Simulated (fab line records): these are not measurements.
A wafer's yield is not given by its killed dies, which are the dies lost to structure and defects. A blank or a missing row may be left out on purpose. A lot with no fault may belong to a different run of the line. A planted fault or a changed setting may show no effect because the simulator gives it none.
Which tool is to blame? || flow nandHarc || Sampling: 24 lots, 72 wafers, 2 of 1302 route steps

== WHAT EACH GAUGE READ, for each wafer ==
NHARC_P_M0_INSPECT_11.
{"lot": "L074", "measured": "day 6 02:13", "on": "defectInspect-01", "rawDefectCount": "3 8 3"}
{"lot": "L075", "measured": "day 6 09:56", "on": "defectInspect-02", "rawDefectCount": "5 4 5"}
{"lot": "L076", "measured": "day 6 16:23", "on": "defectInspect-01", "rawDefectCount": "2 5 4"}
{"lot": "L077", "measured": "day 7 02:27", "on": "defectInspect-01", "rawDefectCount": "4 3 7"}
{"lot": "L078", "measured": "day 7 16:39", "on": "defectInspect-01", "rawDefectCount": "3 6 10"}
{"lot": "L079", "measured": "day 7 23:50", "on": "defectInspect-01", "rawDefectCount": "3 3 5"}
{"lot": "L080", "measured": "day 8 11:21", "on": "defectInspect-01", "rawDefectCount": "1 3 4"}
{"lot": "L081", "measured": "day 9 02:15", "on": "defectInspect-02", "rawDefectCount": "6 10 15"}
{"lot": "L082", "measured": "day 10 01:04", "on": "defectInspect-02", "rawDefectCount": "2 2 4"}
{"lot": "L083", "measured": "day 10 01:23", "on": "defectInspect-01", "rawDefectCount": "2 1 1"}
{"lot": "L084", "measured": "day 10 02:32", "on": "defectInspect-01", "rawDefectCount": "1 4 4"}
{"lot": "L085", "measured": "day 10 16:21", "on": "defectInspect-01", "rawDefectCount": "3 7 1"}
{"lot": "L086", "measured": "day 10 21:48", "on": "defectInspect-01", "rawDefectCount": "1 2 6"}
{"lot": "L087", "measured": "day 11 17:22", "on": "defectInspect-01", "rawDefectCount": "2 3 1"}
{"lot": "L089", "measured": "day 12 04:16", "on": "defectInspect-02", "rawDefectCount": "4 5 2"}
{"lot": "L088", "measured": "day 12 06:58", "on": "defectInspect-01", "rawDefectCount": "8 4 10"}
{"lot": "L090", "measured": "day 12 18:02", "on": "defectInspect-02", "rawDefectCount": "3 5 7"}
{"lot": "L091", "measured": "day 13 02:32", "on": "defectInspect-01", "rawDefectCount": "5 3 4"}
{"lot": "L093", "measured": "day 13 18:34", "on": "defectInspect-01", "rawDefectCount": "3 3 5"}
{"lot": "L092", "measured": "day 13 18:59", "on": "defectInspect-02", "rawDefectCount": "4 5 4"}
{"lot": "L094", "measured": "day 14 15:10", "on": "defectInspect-01", "rawDefectCount": "11 4 6"}
{"lot": "L095", "measured": "day 15 01:35", "on": "defectInspect-02", "rawDefectCount": "9 4 5"}
{"lot": "L097", "measured": "day 15 16:12", "on": "defectInspect-01", "rawDefectCount": "4 8 5"}
{"lot": "L096", "measured": "day 15 16:55", "on": "defectInspect-02", "rawDefectCount": "3 2 6"}

== TOOL THAT RAN EACH LOT (tool first, then ch and the chambers of the sampled wafers, then the start) ==
{"lot": "L074", "NHARC_P_CONTACT_DESCUM_17": "rieDiel-06 ch 0,3, day 5 21:55"}
{"lot": "L075", "NHARC_P_CONTACT_DESCUM_17": "rieDiel-06 ch 0,2,3, day 6 05:49"}
{"lot": "L076", "NHARC_P_CONTACT_DESCUM_17": "rieDiel-04 ch 0,1,2, day 6 11:48"}
{"lot": "L077", "NHARC_P_CONTACT_DESCUM_17": "rieDiel-04 ch 0,2,3, day 6 22:23"}
{"lot": "L078", "NHARC_P_CONTACT_DESCUM_17": "rieDiel-06 ch 0,2, day 7 12:38"}
{"lot": "L079", "NHARC_P_CONTACT_DESCUM_17": "rieDiel-06 ch 1,2, day 7 19:52"}
{"lot": "L080", "NHARC_P_CONTACT_DESCUM_17": "rieDiel-03 ch 1,2, day 8 07:06"}
{"lot": "L081", "NHARC_P_CONTACT_DESCUM_17": "rieDiel-04 ch 0,2,3, day 8 22:08"}
{"lot": "L082", "NHARC_P_CONTACT_DESCUM_17": "rieDiel-04 ch 0,1,3, day 9 20:26"}
{"lot": "L083", "NHARC_P_CONTACT_DESCUM_17": "rieDiel-03 ch 0,1,2, day 9 21:10"}
{"lot": "L084", "NHARC_P_CONTACT_DESCUM_17": "rieDiel-04 ch 0,1, day 9 21:51"}
{"lot": "L085", "NHARC_P_CONTACT_DESCUM_17": "rieDiel-03 ch 0,1, day 10 12:04"}
{"lot": "L086", "NHARC_P_CONTACT_DESCUM_17": "rieDiel-04 ch 1,3, day 10 17:40"}
{"lot": "L087", "NHARC_P_CONTACT_DESCUM_17": "rieDiel-04 ch 0,1,2, day 11 13:06"}
{"lot": "L089", "NHARC_P_CONTACT_DESCUM_17": "rieDiel-03 ch 0,1, day 12 00:01"}
{"lot": "L088", "NHARC_P_CONTACT_DESCUM_17": "rieDiel-06 ch 0,2,3, day 12 02:46"}
{"lot": "L090", "NHARC_P_CONTACT_DESCUM_17": "rieDiel-04 ch 0,1, day 12 13:50"}
{"lot": "L091", "NHARC_P_CONTACT_DESCUM_17": "rieDiel-04 ch 0,2,3, day 12 22:31"}
{"lot": "L093", "NHARC_P_CONTACT_DESCUM_17": "rieDiel-04 ch 0,1,2, day 13 14:31"}
{"lot": "L092", "NHARC_P_CONTACT_DESCUM_17": "rieDiel-03 ch 2,3, day 13 14:53"}
{"lot": "L094", "NHARC_P_CONTACT_DESCUM_17": "rieDiel-06 ch 0,1, day 14 11:02"}
{"lot": "L095", "NHARC_P_CONTACT_DESCUM_17": "rieDiel-06 ch 0,1,2, day 14 21:20"}
{"lot": "L097", "NHARC_P_CONTACT_DESCUM_17": "rieDiel-06 ch 0,2,3, day 15 12:04"}
{"lot": "L096", "NHARC_P_CONTACT_DESCUM_17": "rieDiel-03 ch 1,3, day 15 12:49"}
- NHARC_P_CONTACT_DESCUM_17: chemistry O2, time 3 s.

== AS READ BY THE TOOLS THEMSELVES (means over the sampled wafers that have a number; for cases with no such wafer, the mark the record gives instead) ==
NHARC_P_CONTACT_DESCUM_17.
{"lot": "L074", "tool": "rieDiel-06", "drypumpMotorCurrentA (A)": 5.7, "oesProductAu (a.u.)": 0.998, "rfVppV (V)": 57.3, "showerheadPlenumPTorr (Torr)": 1.85, "throttleValvePct (%)": 11.307}
{"lot": "L075", "tool": "rieDiel-06", "drypumpMotorCurrentA (A)": 5.9, "oesProductAu (a.u.)": 0.996, "rfVppV (V)": 57.1, "showerheadPlenumPTorr (Torr)": 1.83, "throttleValvePct (%)": 11.314}
{"lot": "L076", "tool": "rieDiel-04", "drypumpMotorCurrentA (A)": 6.0, "oesProductAu (a.u.)": 0.999, "rfVppV (V)": 58.3, "showerheadPlenumPTorr (Torr)": 1.83, "throttleValvePct (%)": 11.308}
{"lot": "L077", "tool": "rieDiel-04", "drypumpMotorCurrentA (A)": 5.9, "oesProductAu (a.u.)": 1.005, "rfVppV (V)": 57.6, "showerheadPlenumPTorr (Torr)": 1.85, "throttleValvePct (%)": 11.298}
{"lot": "L078", "tool": "rieDiel-06", "drypumpMotorCurrentA (A)": 6.0, "oesProductAu (a.u.)": 0.999, "rfVppV (V)": 58.1, "showerheadPlenumPTorr (Torr)": 1.86, "throttleValvePct (%)": 11.302}
{"lot": "L079", "tool": "rieDiel-06", "drypumpMotorCurrentA (A)": 6.3, "oesProductAu (a.u.)": 0.987, "rfVppV (V)": 58.2, "showerheadPlenumPTorr (Torr)": 1.90, "throttleValvePct (%)": 11.306}
{"lot": "L080", "tool": "rieDiel-03", "drypumpMotorCurrentA (A)": 5.7, "oesProductAu (a.u.)": 1.006, "rfVppV (V)": 56.5, "showerheadPlenumPTorr (Torr)": 1.86, "throttleValvePct (%)": 11.314}
{"lot": "L081", "tool": "rieDiel-04", "drypumpMotorCurrentA (A)": 5.9, "oesProductAu (a.u.)": 1.007, "rfVppV (V)": 55.9, "showerheadPlenumPTorr (Torr)": 1.85, "throttleValvePct (%)": 11.314}
{"lot": "L082", "tool": "rieDiel-04", "drypumpMotorCurrentA (A)": 5.9, "oesProductAu (a.u.)": 1.001, "rfVppV (V)": 58.4, "showerheadPlenumPTorr (Torr)": 1.83, "throttleValvePct (%)": 11.316}
{"lot": "L083", "tool": "rieDiel-03", "drypumpMotorCurrentA (A)": 5.5, "oesProductAu (a.u.)": 1.004, "rfVppV (V)": 57.9, "showerheadPlenumPTorr (Torr)": 1.84, "throttleValvePct (%)": 11.312}
{"lot": "L084", "tool": "rieDiel-04", "drypumpMotorCurrentA (A)": 5.8, "oesProductAu (a.u.)": 1.013, "rfVppV (V)": 57.4, "showerheadPlenumPTorr (Torr)": 1.84, "throttleValvePct (%)": 11.315}
{"lot": "L085", "tool": "rieDiel-03", "drypumpMotorCurrentA (A)": 5.2, "oesProductAu (a.u.)": 0.998, "rfVppV (V)": 57.4, "showerheadPlenumPTorr (Torr)": 1.87, "throttleValvePct (%)": 11.317}
{"lot": "L086", "tool": "rieDiel-04", "drypumpMotorCurrentA (A)": 6.2, "oesProductAu (a.u.)": 1.002, "rfVppV (V)": 57.6, "showerheadPlenumPTorr (Torr)": 1.81, "throttleValvePct (%)": 11.312}
{"lot": "L087", "tool": "rieDiel-04", "drypumpMotorCurrentA (A)": 6.0, "oesProductAu (a.u.)": 1.000, "rfVppV (V)": 57.7, "showerheadPlenumPTorr (Torr)": 1.83, "throttleValvePct (%)": 11.310}
{"lot": "L089", "tool": "rieDiel-03", "drypumpMotorCurrentA (A)": 5.2, "oesProductAu (a.u.)": 1.000, "rfVppV (V)": 57.2, "showerheadPlenumPTorr (Torr)": 1.86, "throttleValvePct (%)": 11.307}
{"lot": "L088", "tool": "rieDiel-06", "drypumpMotorCurrentA (A)": 5.9, "oesProductAu (a.u.)": 1.005, "rfVppV (V)": 57.3, "showerheadPlenumPTorr (Torr)": 1.83, "throttleValvePct (%)": 11.307}
{"lot": "L090", "tool": "rieDiel-04", "drypumpMotorCurrentA (A)": 6.1, "oesProductAu (a.u.)": 1.006, "rfVppV (V)": 57.5, "showerheadPlenumPTorr (Torr)": 1.81, "throttleValvePct (%)": 11.317}
{"lot": "L091", "tool": "rieDiel-04", "drypumpMotorCurrentA (A)": 5.9, "oesProductAu (a.u.)": 0.996, "rfVppV (V)": 57.6, "showerheadPlenumPTorr (Torr)": 1.85, "throttleValvePct (%)": 11.318}
{"lot": "L093", "tool": "rieDiel-04", "drypumpMotorCurrentA (A)": 6.0, "oesProductAu (a.u.)": 1.009, "rfVppV (V)": 56.0, "showerheadPlenumPTorr (Torr)": 1.83, "throttleValvePct (%)": 11.302}
{"lot": "L092", "tool": "rieDiel-03", "drypumpMotorCurrentA (A)": 5.8, "oesProductAu (a.u.)": 1.002, "rfVppV (V)": 57.8, "showerheadPlenumPTorr (Torr)": 1.87, "throttleValvePct (%)": 11.312}
{"lot": "L094", "tool": "rieDiel-06", "drypumpMotorCurrentA (A)": 5.8, "oesProductAu (a.u.)": 1.010, "rfVppV (V)": 57.3, "showerheadPlenumPTorr (Torr)": 1.99, "throttleValvePct (%)": 11.320}
{"lot": "L095", "tool": "rieDiel-06", "drypumpMotorCurrentA (A)": 6.0, "oesProductAu (a.u.)": 0.992, "rfVppV (V)": 57.5, "showerheadPlenumPTorr (Torr)": 1.91, "throttleValvePct (%)": 11.304}
{"lot": "L097", "tool": "rieDiel-06", "drypumpMotorCurrentA (A)": 5.9, "oesProductAu (a.u.)": 1.000, "rfVppV (V)": 56.6, "showerheadPlenumPTorr (Torr)": 1.83, "throttleValvePct (%)": 11.312}
{"lot": "L096", "tool": "rieDiel-03", "drypumpMotorCurrentA (A)": 5.2, "oesProductAu (a.u.)": 0.996, "rfVppV (V)": 56.8, "showerheadPlenumPTorr (Torr)": 1.91, "throttleValvePct (%)": 11.331}

== THE ANSWER, worked out from the rows above alone ==
Rule: usual is defined by the lots themselves. The widest of any qualifying gaps counts: lots, ordered by their means at a reading, are off when they make up no more than a third of the lots, leave a main group of 4 or more, and stand apart from it by 3 or more times the standard deviation of that group's means. Not used: any main group whose means are identical at the precision the tables above print for the reading. Also off: a lot with no number at a reading for which 4 or more lots have one. All remaining lots with rows at the step are treated as sound. After the gauges, taken in route order, come the tools' own readings; for these a lot's mean is taken, as printed above. At the first step where some lot is off, the reading lying furthest off is the one used; lots without a number count as furthest.
Across all readings shown, no lot is off: no conclusion can be drawn from this.

== WHAT THE SIMULATOR HAD INSERTED ==
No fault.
